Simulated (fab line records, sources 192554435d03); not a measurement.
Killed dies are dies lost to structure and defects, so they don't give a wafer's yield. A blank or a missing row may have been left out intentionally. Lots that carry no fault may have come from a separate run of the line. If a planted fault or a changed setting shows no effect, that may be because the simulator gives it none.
Chamber matching -- flow n5 finfet -- uv cure-01 running N5_BEOL_M8_CURE_75: 3 sister chambers
The step cures SiCOH lowk, time 120 s. 6 wafers are shown with their chamber, then 7 later ones without.

EACH WAFER AND ITS CHAMBER
wafer,chamber,lamp power pct (%),wafer_temp_C_max
L083.3,2,52.34,371.8
L083.4,2,52.29,371.0
L087.2,0,52.25,371.9
L087.5,0,52.35,371.3
L091.2,1,52.25,371.1
L091.3,1,52.29,371.7

WAFERS WITHOUT THEIR CHAMBER
wafer,lamp power pct (%),wafer_temp_C_max
L091.6,52.32,371.1
L095.2,52.31,371.9
L095.3,52.15,371.4
L095.5,52.37,372.2
L096.1,52.37,371.1
L096.2,52.33,371.5
L096.4,52.34,371.3

WHICH CHAMBER EACH ONE RAN IN
wafer,from the rows above,in truth
L091.6,can't be placed: 2 or 0 or 1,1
L095.2,can't be placed: 0 or 2 or 1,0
L095.3,can't be placed: 1 or 0 or 2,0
L095.5,can't be placed: 0 or 2 or 1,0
L096.1,can't be placed: 2 or 0 or 1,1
L096.2,can't be placed: 2 or 0 or 1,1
L096.4,can't be placed: 2 or 0 or 1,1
0 of 7 placed correctly. Can't be placed from these rows: 7 (the true chamber is among the candidates in 7). 0 placed wrongly.
How it was worked out, from the rows above alone: a wafer's distance from a chamber is the root of the sum, over the readings, of the square of ((its reading less the chamber's mean) divided by the reading's scatter). The wafer belongs to the nearest chamber; if the next one is less than 2 further off, it can't be placed. The mean given for a chamber averages the wafers shown for that chamber. The scatter: the root of (the sum of the squares of (reading less its chamber's mean) over the shown wafers, divided by (wafers less chambers)).
